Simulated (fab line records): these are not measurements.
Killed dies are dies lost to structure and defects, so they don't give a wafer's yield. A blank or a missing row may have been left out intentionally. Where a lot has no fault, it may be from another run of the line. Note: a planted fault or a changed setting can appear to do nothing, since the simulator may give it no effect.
Split-lot study	flow n5_finfet	on a route of 1938 steps: 7 lots, 39 wafers read

ON THE SPLIT
At N5_DUMMY_GATE_ETCH_31 (etches SiO2 in C4F6/O2, target depth 82.5 nm, time 27.5 s), the setting target_depth_a was moved away from the recipe's 825 angstrom on 12 of the 39 wafers read, by -9.1% to +8.4%. For the rest of the wafers, this setting stayed at what the recipe calls for.

The split's own step is where the reading is taken.

THE READING
SOC_of_DUMMY_GATE_COAT_34.thk_nm (the simulator's own value, which no gauge read), in nm, at N5_DUMMY_GATE_ETCH_31 (etches SiO2 in C4F6/O2, target depth 82.5 nm, time 27.5 s). The file gives no usual value for it. Average 51.7 nm, standard deviation 0.19 nm, over the 27 wafers here run with the recipe.

wafer	tool, chamber at the split	target_depth_a as run, angstrom	against the recipe	SOC_of_DUMMY_GATE_COAT_34.thk_nm, nm	against lot-mates on the recipe
L077.1	rie_diel-02, 0	825	recipe	52	-
L077.2	rie_diel-02, 1	825	recipe	52	-
L077.3	rie_diel-02, 3	751.8	-8.9%	52.6	+0.6
L077.4	rie_diel-02, 2	751.8	-8.9%	52.6	+0.6
L077.5	rie_diel-02, 0	825	recipe	52	-
L077.6	rie_diel-02, 1	751.8	-8.9%	52.6	+0.6
L079.1	rie_diel-03, 3	825	recipe	52	-
L079.2	rie_diel-03, 2	894.5	+8.4%	51.2	-0.5
L079.3	rie_diel-03, 1	825	recipe	51.6	-
L079.4	rie_diel-03, 0	894.5	+8.4%	51	-0.7
L079.5	rie_diel-03, 3	894.5	+8.4%	51.2	-0.5
L079.6	rie_diel-03, 0	825	recipe	51.6	-
L081.1	rie_diel-06, 0	825	recipe	51.6	-
L081.2	rie_diel-06, 1	825	recipe	51.4	-
L081.3	rie_diel-06, 3	750.2	-9.1%	52.2	+0.7
L081.4	rie_diel-06, 2	750.2	-9.1%	52.2	+0.7
L081.5	rie_diel-06, 3	825	recipe	51.6	-
L081.6	rie_diel-06, 2	750.2	-9.1%	52	+0.5
L083.1	rie_diel-06, 3	825	recipe	51.6	-
L083.3	rie_diel-06, 1	825	recipe	51.6	-
L083.5	rie_diel-06, 2	825	recipe	51.8	-
L085.1	rie_diel-03, 2	825	recipe	51.8	-
L085.2	rie_diel-03, 0	825	recipe	51.6	-
L085.3	rie_diel-03, 1	825	recipe	51.8	-
L085.4	rie_diel-03, 2	825	recipe	51.8	-
L085.5	rie_diel-03, 0	825	recipe	51.8	-
L085.6	rie_diel-03, 1	825	recipe	51.6	-
L090.1	rie_diel-03, 0	825	recipe	51.4	-
L090.2	rie_diel-03, 2	776.4	-5.9%	52.2	+0.5
L090.3	rie_diel-03, 3	776.4	-5.9%	51.8	+0.1
L090.4	rie_diel-03, 1	825	recipe	51.6	-
L090.5	rie_diel-03, 2	825	recipe	52	-
L090.6	rie_diel-03, 3	776.4	-5.9%	52	+0.3
L093.1	rie_diel-06, 1	825	recipe	51.6	-
L093.2	rie_diel-06, 0	825	recipe	51.4	-
L093.3	rie_diel-06, 3	825	recipe	51.6	-
L093.4	rie_diel-06, 2	825	recipe	51.4	-
L093.5	rie_diel-06, 2	825	recipe	51.6	-
L093.6	rie_diel-06, 3	825	recipe	51.8	-

FIT RESULTS
A straight line over all 39 wafers: SOC_of_DUMMY_GATE_COAT_34.thk_nm changes by -0.0697 nm for each +1% of target_depth_a; r = -0.84; the points scatter about the line by 0.2 nm.
The same after taking each lot's own level away (the mean of its wafers on the recipe; 39 wafers): -0.0671 nm for each +1%; r = -0.91; scatter 0.13 nm.
That fit puts the effect of the largest move of target_depth_a on the reading at 0.61 nm.
Across the lots, their own levels run from 51.53 to 52.00 nm, a range of 2.4 times the standard deviation given above.
The two slopes are in agreement: the lot-to-lot level therefore moves the slope only a little.
Check: +0.593 nm against its lot-mates is what the line predicts for one of the wafers moved furthest among these (-9.1%) when that wafer is left out of the fit. Against them it came out at +0.667 nm.

ADDITIONAL SPLITS CARRIED BY THESE WAFERS
Note: prior to the reading, these wafers also went through further splits. Each is held against what the fit with the lots' levels taken away leaves over:
other split on the same wafers	wafers away from the commonest value	r with SOC_of_DUMMY_GATE_COAT_34.thk_nm (lot level and that fit taken away)
N5_WELL_APT_IMPLANT_15 energy_kev	15	+0.06

THE WHOLE CHAIN: every reading that the file lists as answering this split, in the file's order
step	what it does	reading	change (the file's fit)	r (the file's)
N5_DUMMY_GATE_ETCH_31	etches SiO2 in C4F6/O2, target depth 82.5 nm, time 27.5 s	etch.depth_nm (the simulator's own value, which no gauge read)	+0.727 nm for each +1% of the setting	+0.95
N5_DUMMY_GATE_ETCH_31	etches SiO2 in C4F6/O2, target depth 82.5 nm, time 27.5 s	SOC_of_DUMMY_GATE_COAT_34.thk_nm (the simulator's own value, which no gauge read)	-0.0667 nm for each +1% of the setting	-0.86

THE FILE'S OWN FIT
SOC_of_DUMMY_GATE_COAT_34.thk_nm changes by -0.0667 nm for each +1% of target_depth_a, r = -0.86.
